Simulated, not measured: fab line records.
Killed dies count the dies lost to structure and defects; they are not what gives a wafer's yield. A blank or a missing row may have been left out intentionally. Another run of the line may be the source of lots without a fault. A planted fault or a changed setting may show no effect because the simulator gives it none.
Which tool did it?	flow n5Finfet	12 lots with 36 wafers sampled at 6 steps, on a route of 1938 steps

== WHAT THE GAUGES SHOWED, per wafer ==
N5_BEOL_M6_OVL_MEAS_12.
lot	measured	on	M6_OVL (nm)
L076	day 10 02:51	overlay-01	-0.4 -1.5 -1.4
L079	day 11 01:14	overlay-01	-0.2 -0.1 0.0
L078	day 11 04:50	overlay-01	0.8 -1.3 -0.4
L080	day 11 10:37	overlay-02	0.3 1.5 -0.9
L082	day 12 11:03	overlay-01	0.4 0.0 -0.3
L086	day 13 02:58	overlay-02	0.1 -1.0 0.4
L087	day 13 06:53	overlay-02	-0.8 -0.7 -0.7
L088	day 13 23:07	overlay-02	-0.3 0.0 0.5
L091	day 14 03:05	overlay-01	0.3 0.9 0.6
L093	day 14 11:06	overlay-01	-0.8 0.0 -1.4
L095	day 15 20:24	overlay-01	0.2 -0.1 0.2
L097	day 16 04:51	overlay-01	-1.1 -0.6 0.4

== EACH LOT AND THE TOOL THAT RAN IT (in order: tool; ch and the chambers of the sampled wafers; start) ==
lot	N5_BEOL_M5_ETCH_75	N5_BEOL_M5_STRIP_91	N5_BEOL_M5_ALD_86	N5_BEOL_M6_ILD_DEP_00	N5_BEOL_M6_CURE_74
L076	rieDiel-05 ch 0,2, day 9 08:58	rieDiel-05 ch 0,2, day 9 10:12 or earlier	aldMetal-02 ch 0,1,2, day 9 10:12	pecvd-01 ch 0,1,2, day 10 01:32	uvCure-01 ch 1, day 10 01:41
L079	rieDiel-02 ch 0,1,2, day 10 12:46	rieDiel-02 ch 0,1,2, day 10 14:04 or earlier	aldMetal-03 ch 0,3, day 10 14:04	pecvd-01 ch 0,1,2, day 10 20:08	uvCure-02 ch 2, day 10 20:25
L078	rieDiel-06 ch 0,1,3, day 10 19:10	rieDiel-06 ch 0,1,3, day 10 20:11 or earlier	aldMetal-02 ch 0,1, day 10 20:11	pecvd-01 ch 1,2, day 11 02:21	uvCure-03 ch 1, day 11 02:25
L080	rieDiel-06 ch 0,1,3, day 11 00:56	rieDiel-06 ch 0,1,3, day 11 02:11 or earlier	aldMetal-02 ch 0,1,3, day 11 02:11	pecvd-03 ch 0,1, day 11 08:28	uvCure-02 ch 0, day 11 08:38
L082	rieDiel-06 ch 0,3, day 11 19:02	rieDiel-06 ch 0,3, day 11 20:25 or earlier	aldMetal-03 ch 0,1,2, day 11 20:25	pecvd-03 ch 1,2, day 12 07:16	uvCure-01 ch 2, day 12 07:36
L086	rieDiel-05 ch 0,2,3, day 12 10:11	rieDiel-05 ch 0,2,3, day 12 11:29 or earlier	aldMetal-04 ch 0,1,3, day 12 11:29	pecvd-01 ch 1,2, day 12 22:19	uvCure-02 ch 1, day 12 22:42
L087	rieDiel-05 ch 0,2,3, day 12 18:26	rieDiel-05 ch 0,2,3, day 12 19:39 or earlier	aldMetal-04 ch 2,3, day 12 19:39	pecvd-04 ch 1,2, day 13 04:07	uvCure-03 ch 1, day 13 04:25
L088	rieDiel-06 ch 1,2, day 13 12:51	rieDiel-06 ch 1,2, day 13 14:08 or earlier	aldMetal-03 ch 0,3, day 13 14:08	pecvd-01 ch 0,1,2, day 13 20:52	uvCure-02 ch 1, day 13 20:55
L091	rieDiel-06 ch 0,1,2, day 13 16:23	rieDiel-06 ch 0,1,2, day 13 17:44 or earlier	aldMetal-04 ch 0,1,2, day 13 17:44	pecvd-01 ch 1,2, day 14 00:20	uvCure-03 ch 0, day 14 00:29
L093	rieDiel-02 ch 0,2,3, day 14 01:43	rieDiel-02 ch 0,2,3, day 14 03:20 or earlier	aldMetal-04 ch 1,2,3, day 14 03:20	pecvd-03 ch 0,1, day 14 09:28	uvCure-01 ch 2, day 14 09:38
L095	rieDiel-06 ch 1,2, day 15 08:08	rieDiel-06 ch 1,2, day 15 09:16 or earlier	aldMetal-02 ch 0,3, day 15 09:16	pecvd-03 ch 0,1, day 15 16:57	uvCure-02 ch 0, day 15 17:01
L097	rieDiel-05 ch 0,2,3, day 15 20:03	rieDiel-05 ch 0,2,3, day 15 21:07 or earlier	aldMetal-03 ch 0,3, day 15 21:07	pecvd-03 ch 0,1, day 16 03:03	uvCure-01 ch 2, day 16 03:07
- N5_BEOL_M5_ETCH_75: etches underlayer in N2/H2, target depth 6.5 nm, time 5.2 s.
- N5_BEOL_M5_STRIP_91: strips in N2/H2, time 10 s.
- N5_BEOL_M5_ALD_86: deposits TaN, pulse time 2 s, purge time 3 s, co reactant purge time 2 s.
- N5_BEOL_M6_ILD_DEP_00: deposits SiCOH lowk from DEMS/porogen, target thk 179.75 nm, time 33.4 s.
- N5_BEOL_M6_CURE_74: cures SiCOH lowk, time 240 s.

== THE ANSWER, worked out from the rows above alone ==
Rule: the usual values come from the lots themselves. Put in order of their means at a reading, lots are off if they are a third of the lots or fewer, leave a main group of 4 or more, and stand apart from it by a gap of 3 or more times the standard deviation of the main group's means; of several such gaps the widest counts. The tables above print the reading to a certain number of digits; a main group whose means all agree to those digits is not used. A lot without any number at a reading at which 4 lots or more have one is off too. Any other lot the step has rows for is counted as sound.
No lot is off on any of the readings shown, so nothing can be concluded from this.

== WHAT WAS PUT IN BY THE SIMULATOR ==
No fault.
